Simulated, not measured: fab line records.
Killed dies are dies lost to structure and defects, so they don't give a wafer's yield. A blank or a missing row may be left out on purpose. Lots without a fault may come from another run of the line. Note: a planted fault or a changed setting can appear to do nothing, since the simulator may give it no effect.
What tool caused it? | flow n5_finfet | Sampling: 10 lots, 30 wafers, 5 of 1938 route steps

== WHAT EACH GAUGE READ, for each wafer ==
N5_BEOL_M4_RC_MEAS_101.
lot  | measured     | on        | DIBL_N (mV/V)
L186 | day 8 02:04  | prober-01 | 37.6 37.6 37.4
L188 | day 8 07:58  | prober-01 | 38.6 38.9 37.4
L191 | day 9 03:06  | prober-02 | 36.7 33.9 36.0
L196 | day 10 13:11 | prober-02 | 37.6 39.3 37.1
L202 | day 12 05:56 | prober-02 | 34.3 35.7 32.6
L205 | day 12 07:14 | prober-02 | 36.3 37.0 35.8
L206 | day 12 23:07 | prober-02 | 33.4 34.2 37.0
L207 | day 13 09:07 | prober-02 | 36.7 36.4 37.6
L208 | day 13 08:04 | prober-02 | 35.3 34.6 34.8
L209 | day 13 14:23 | prober-01 | 34.1 36.1 35.6

== WHAT TOOL EACH LOT RAN ON (gives the tool, then ch and the chambers of the sampled wafers, and finally the start) ==
lot  | N5_MOL_CONTACT_COAG_ALD_20          | N5_MOL_CONTACT_COAG_ALD_27        | N5_MOL_CONTACT_COAG_CMP_28    | N5_MOL_CONTACT_COAG_COAT_75
L186 | ald_metal-01 ch 2,3, day 4 19:58    | ald_sin-01 ch 1,2,3, day 5 02:52  | cmp-03 ch 2,3, day 5 04:29    | litho_track-05 ch 0, day 5 05:34
L188 | ald_metal-04 ch 0,2, day 5 05:02    | ald_sin-01 ch 0,1,2, day 5 09:47  | cmp-03 ch 0,1, day 5 11:23    | litho_track-05 ch 0, day 5 13:34
L191 | ald_metal-04 ch 1,2,3, day 6 01:18  | ald_sin-01 ch 0,2,3, day 6 05:23  | cmp-01 ch 0,1,3, day 6 06:59  | litho_track-05 ch 0, day 6 07:59
L196 | ald_metal-01 ch 0,3, day 7 04:53    | ald_sin-01 ch 0,1,3, day 7 10:01  | cmp-03 ch 0,2,3, day 7 11:40  | litho_track-05 ch 0, day 7 12:29
L202 | ald_metal-04 ch 0,3, day 8 17:26    | ald_sin-01 ch 0,2,3, day 8 23:01  | cmp-01 ch 1,2,3, day 9 00:42  | litho_track-03 ch 0, day 9 01:55
L205 | ald_metal-04 ch 1,2,3, day 9 11:55  | ald_sin-01 ch 0,1,3, day 9 16:16  | cmp-01 ch 0,1,2, day 9 17:50  | litho_track-05 ch 0, day 9 18:43
L206 | ald_metal-01 ch 0,1,3, day 9 18:06  | ald_sin-02 ch 0,1,2, day 10 00:05 | cmp-01 ch 0,1,2, day 10 01:46 | litho_track-02 ch 0, day 10 02:34
L207 | ald_metal-03 ch 1,3, day 10 03:17   | ald_sin-02 ch 0,3, day 10 09:14   | cmp-01 ch 0,1,3, day 10 10:53 | litho_track-02 ch 0, day 10 14:06
L208 | ald_metal-04 ch 1,2,3, day 10 05:39 | ald_sin-02 ch 0,2,3, day 10 11:48 | cmp-04 ch 0,1, day 10 13:33   | litho_track-02 ch 0, day 10 14:37
L209 | ald_metal-04 ch 0,1,2, day 10 18:26 | ald_sin-02 ch 0,1,3, day 11 00:53 | cmp-01 ch 0,2,3, day 11 02:27 | litho_track-05 ch 0, day 11 03:28
- N5_MOL_CONTACT_COAG_ALD_20: deposits TiN, target thk 1.5 nm, pulse time 1 s, purge time 3 s.
- N5_MOL_CONTACT_COAG_ALD_27: deposits SiOC, target thk 17 nm, pulse time 1.5 s, time 2720 s.
- N5_MOL_CONTACT_COAG_CMP_28: polishes, stops on SiNx, t overpolish 0.85 s, target thk 14.522 nm.
- N5_MOL_CONTACT_COAG_COAT_75: time 60 s, resist thk 60 nm.

== THE ANSWER, worked out from the rows above alone ==
Rule: usual is defined by the lots themselves. The widest of any qualifying gaps counts: lots, ordered by their means at a reading, are off when they make up no more than a third of the lots, leave a main group of 4 or more, and stand apart from it by 3 or more times the standard deviation of that group's means. A main group whose means are all the same, to the digits that the tables above print for the reading, isn't used. Also off: a lot with no number at a reading for which 4 or more lots have one. Any other lot the step has rows for is counted as sound.
None of the lots is off at any reading shown; this tells nothing.

== WHAT THE SIMULATOR HAD INSERTED ==
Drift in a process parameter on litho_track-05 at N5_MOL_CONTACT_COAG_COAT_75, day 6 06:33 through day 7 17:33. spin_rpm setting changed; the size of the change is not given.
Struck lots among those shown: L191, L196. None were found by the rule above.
